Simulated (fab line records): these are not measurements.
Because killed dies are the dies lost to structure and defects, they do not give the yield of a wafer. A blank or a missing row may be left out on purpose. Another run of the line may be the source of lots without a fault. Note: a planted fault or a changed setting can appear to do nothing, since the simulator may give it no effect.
Matching of chambers	flow nand harc	NHARC_P_M0_DEP_32 on pecvd-02 has 3 sister chambers
The step deposits SiCN, target thk 30 nm. 22 wafers are shown with their chamber, then 11 later ones without.

== EACH WAFER AND ITS CHAMBER ==
wafer	chamber	heater power w (W)
L074.1	2	661
L074.2	1	547
L074.3	0	550
L076.1	1	486
L076.2	2	666
L076.3	0	506
L077.2	1	556
L077.3	2	573
L077.5	2	570
L079.2	2	574
L079.5	1	599
L079.6	2	581
L083.1	1	566
L083.5	0	496
L083.6	1	555
L084.4	0	576
L084.5	1	526
L084.6	2	589
L087.3	2	709
L087.5	0	486
L087.6	2	707
L088.3	1	488

SIGNATURES (averages over the wafers above)
reading	chamber 0	chamber 1	chamber 2	scatter within a chamber
heater power w	522.80	540.38	625.56	48.5
Rule: a wafer lies at a distance from a chamber equal to the root of the sum of squares, over the readings, of (its reading less the chamber's mean, divided by the reading's scatter). If the next closest chamber is less than 2 further off than the closest, the wafer can't be placed; otherwise it belongs to the closest. The scatter is the square root of a quotient: the sum, over the shown wafers, of each reading's squared deviation from its chamber's mean, divided by wafers minus chambers.

== WAFERS MISSING THEIR CHAMBER ==
wafer	heater power w (W)
L088.5	685
L088.6	596
L092.1	555
L092.2	542
L092.4	565
L093.1	555
L093.3	563
L093.6	572
L094.2	520
L094.3	616
L094.4	514

== EACH ONE'S CHAMBER ==
wafer	from the rows above	in truth
L088.5	can't be placed: 2 or 1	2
L088.6	can't be placed: 2 or 1 or 0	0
L092.1	can't be placed: 1 or 0 or 2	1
L092.2	can't be placed: 1 or 0 or 2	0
L092.4	can't be placed: 1 or 0 or 2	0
L093.1	can't be placed: 1 or 0 or 2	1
L093.3	can't be placed: 1 or 0 or 2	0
L093.6	can't be placed: 1 or 0 or 2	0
L094.2	can't be placed: 0 or 1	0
L094.3	can't be placed: 2 or 1 or 0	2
L094.4	can't be placed: 0 or 1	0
Correctly placed: 0 of 11. Unplaceable from these rows: 11, with the true chamber sitting among the candidates in 11. Placed wrongly: 0.
